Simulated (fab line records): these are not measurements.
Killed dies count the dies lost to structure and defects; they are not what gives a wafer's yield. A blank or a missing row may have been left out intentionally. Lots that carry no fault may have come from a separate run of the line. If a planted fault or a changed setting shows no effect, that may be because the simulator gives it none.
A struck lot beside a sound one :: flow n5Finfet :: 32 out of 1938 route steps
Sound: the wafers L915.1, L915.3, L915.4. Struck: wafer L924.6 (left out: L924.1, L924.3 of the same lot, which were not struck); the cause appears at the end.
For every step that has rows: the tool of each side, followed by ch and its chambers, followed by its first start. Under that, the readings that differ: sound wafers :: struck wafers :: difference of the means :: sigmas: that difference in standard deviations of wafers without a fault.
alike: words and numbers the same on both sides, and readings whose means are apart by under 2 such deviations; not compared: readings that were withheld, readings missing a value for some wafer, numbers with overlapping values and no deviation given by the record, and bounds like >300 which may hide the same value.
Wherever a step has rows on one side only, a row that says differs or no value, or a row with sigmas, the two part there. Non-overlapping numbers with no deviation appear without sigmas and do not part them. Lack of a reading on every wafer of one side parts them only where that side has two or more wafers.

first, 8 steps without rows for these wafers: N5_BEOL_M14_DEVELOP_27 (develop time 45 s); N5_BEOL_M14_HARDBAKE_32 (time 120 s); N5_BEOL_M14_DESCUM_33 (chemistry O2, time 7.9 s); N5_BEOL_M14_ETCH_67 (etches SiARC in CF4, target depth 143 nm, time 238.3 s); N5_BEOL_M14_ETCH_68 (etches SOC in N2/H2, time 450 s); N5_BEOL_M14_STRIP_69 (strips in N2/H2); N5_BEOL_M14_TRENCH_ETCH_34 (etches SiO2 in C4F8/O2/Ar, target depth 556.65 nm, time 126.9 s); N5_BEOL_M14_STRIP_70 (strips in C4F8/O2/Ar).
N5_BEOL_M14_STRIP_37: strips in O2.
  sound on rieDiel-05 ch 0,1,2, day 12 12:55; struck on rieDiel-05 ch 3, day 15 20:35
  alike: drypumpMotorCurrentA, oesProductAu, rfVppV, showerheadPlenumPTorr, throttleValvePct
  not compared: rfHoursCounterH
then, 22 steps without rows for these wafers: N5_BEOL_M14_ETCH_38 (etches SiCN in CF4/N2, target depth 106.5 nm, time 120.6 s); N5_BEOL_M14_PRECLEAN_39 (cleans in residue remover, time 60 s); N5_BEOL_M14_SRD_40 (time 30 s, dry time 30 s); N5_BEOL_M14_DEGAS_41 (time 60 s); N5_BEOL_M14_PRE_CLEAN_42 (time 30 s); N5_BEOL_M14_SPUTTER_43 (material TaN, target thk 15 nm, time 24.19 s); N5_BEOL_M14_SPUTTER_44 (material Ta, target thk 15 nm, time 24.19 s); N5_BEOL_M14_SPUTTER_45 (material Cu, target thk 100 nm, time 16.67 s); N5_BEOL_M14_ECD_47 (material Cu, target thk 1248 nm); N5_BEOL_M14_ANNEAL_48 (time 90 s); N5_BEOL_M14_CMP_49 (polishes, stops on SiO2, t overpolish 5.2 s, target thk 560 nm); N5_BEOL_M14_PRE_CLEAN_52 (time 15 s); N5_BEOL_M14_DEP_53 (deposits SiCN from 3MS/NH3, target thk 50 nm, time 17.8 s); N5_BEOL_M15_ILD_DEP_00 (deposits SiO2 from TEOS/O2, target thk 1629.3 nm, time 346.1 s); N5_BEOL_M15_COAT_58 (time 60 s, resist thk 89 nm); N5_BEOL_M15_COAT_04 (resist thk 800 nm); N5_BEOL_M15_EBR_06; N5_BEOL_M15_SOFTBAKE_05 (time 60 s); N5_BEOL_M15_EXPOSE_07 (exposes mask V14); N5_BEOL_M15_PEB_08 (peb time 90 s); N5_BEOL_M15_DEVELOP_09 (develop time 45 s); N5_BEOL_M15_HARDBAKE_14 (time 120 s).
N5_PASSIVATION_PROBE_49:
  struck on prober-01, day 16 21:44; sound on prober-02, day 13 15:18
reading: defectLimitedYield (%)
sound: 88.0 88.7 88.6
struck: 78.3
difference: -10.1
sigmas: -8

reading: killed_at_M4_up
sound: 11 12 16
struck: 160
difference: +147
sigmas: +26

reading: killedAtOther
sound: 11 6 8
struck: 2
difference: -6
sigmas: -2

reading: killedDies
sound: 142 133 135
struck: 256
difference: +119
sigmas: +8

reading: killedShort
sound: 48 39 45
struck: 25
difference: -19
sigmas: -3

reading: sort_bin_5_function (%)
sound: 7.8 6.1 7.4
struck: 14.2
difference: +7.1
sigmas: +8

reading: sortNPass
sound: 1038 1047 1045
struck: 924
difference: -119
sigmas: -8

reading: sortYieldPct (%)
sound: 88.0 88.7 88.6
struck: 78.3
difference: -10.1
sigmas: -8
  alike: killed_at_M0_to_M3, killedAtContacts, killedAtFrontEnd, killedOpen, sort_bin_6_memory

## WHERE THEY PART
N5_PASSIVATION_PROBE_49 only, going by this record.

WHY: whatever the simulator had introduced
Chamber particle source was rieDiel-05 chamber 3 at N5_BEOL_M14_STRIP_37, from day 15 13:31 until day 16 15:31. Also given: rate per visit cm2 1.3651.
